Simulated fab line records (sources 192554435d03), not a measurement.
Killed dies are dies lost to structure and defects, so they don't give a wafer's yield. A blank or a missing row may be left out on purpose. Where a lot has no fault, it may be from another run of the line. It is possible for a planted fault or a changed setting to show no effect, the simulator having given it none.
Matching of chambers || flow n5 finfet || N5_FIN_SAQP_STRIP_77 on rie diel-04 has 4 sister chambers
The step strips in N2/H2, time 90 s. 8 wafers are shown with their chamber, then 7 later ones without.

WAFERS, EACH WITH ITS CHAMBER
{"wafer": "L080.2", "chamber": 3, "showerhead plenum p Torr (Torr)": 3.61, "drypump motor current A (A)": 6.03}
{"wafer": "L080.6", "chamber": 1, "showerhead plenum p Torr (Torr)": 3.47, "drypump motor current A (A)": 6.06}
{"wafer": "L081.2", "chamber": 2, "showerhead plenum p Torr (Torr)": 3.24, "drypump motor current A (A)": 5.47}
{"wafer": "L084.1", "chamber": 0, "showerhead plenum p Torr (Torr)": 3.35, "drypump motor current A (A)": 5.47}
{"wafer": "L084.4", "chamber": 2, "showerhead plenum p Torr (Torr)": 3.24, "drypump motor current A (A)": 5.45}
{"wafer": "L084.6", "chamber": 0, "showerhead plenum p Torr (Torr)": 3.35, "drypump motor current A (A)": 5.48}
{"wafer": "L085.2", "chamber": 3, "showerhead plenum p Torr (Torr)": 3.61, "drypump motor current A (A)": 6.04}
{"wafer": "L085.3", "chamber": 1, "showerhead plenum p Torr (Torr)": 3.46, "drypump motor current A (A)": 6.08}

WAFERS WHOSE CHAMBER IS MISSING
{"wafer": "L085.6", "showerhead plenum p Torr (Torr)": 3.61, "drypump motor current A (A)": 6.04}
{"wafer": "L087.1", "showerhead plenum p Torr (Torr)": 3.34, "drypump motor current A (A)": 5.46}
{"wafer": "L087.2", "showerhead plenum p Torr (Torr)": 3.46, "drypump motor current A (A)": 6.05}
{"wafer": "L087.6", "showerhead plenum p Torr (Torr)": 3.23, "drypump motor current A (A)": 5.47}
{"wafer": "L089.2", "showerhead plenum p Torr (Torr)": 3.60, "drypump motor current A (A)": 6.05}
{"wafer": "L089.4", "showerhead plenum p Torr (Torr)": 3.23, "drypump motor current A (A)": 5.47}
{"wafer": "L089.5", "showerhead plenum p Torr (Torr)": 3.23, "drypump motor current A (A)": 5.47}

THE CHAMBER EACH PASSED THROUGH
{"wafer": "L085.6", "from the rows above": 3, "in truth": 3}
{"wafer": "L087.1", "from the rows above": 0, "in truth": 0}
{"wafer": "L087.2", "from the rows above": 1, "in truth": 1}
{"wafer": "L087.6", "from the rows above": 2, "in truth": 2}
{"wafer": "L089.2", "from the rows above": 3, "in truth": 3}
{"wafer": "L089.4", "from the rows above": 2, "in truth": 2}
{"wafer": "L089.5", "from the rows above": 2, "in truth": 2}
Correctly placed: 7 of 7. Can't be placed from these rows: 0. 0 placed wrongly.
How it was worked out, from the rows above alone: a wafer's distance from a chamber is the root of the sum, over the readings, of the square of ((its reading less the chamber's mean) divided by the reading's scatter). The wafer belongs to the nearest chamber; if the next one is less than 2 further off, it can't be placed. Each chamber's mean is taken over the wafers shown for it. The scatter: take each reading less its chamber's mean, square it, sum over the shown wafers, divide by the number of wafers less the number of chambers, and take the root.
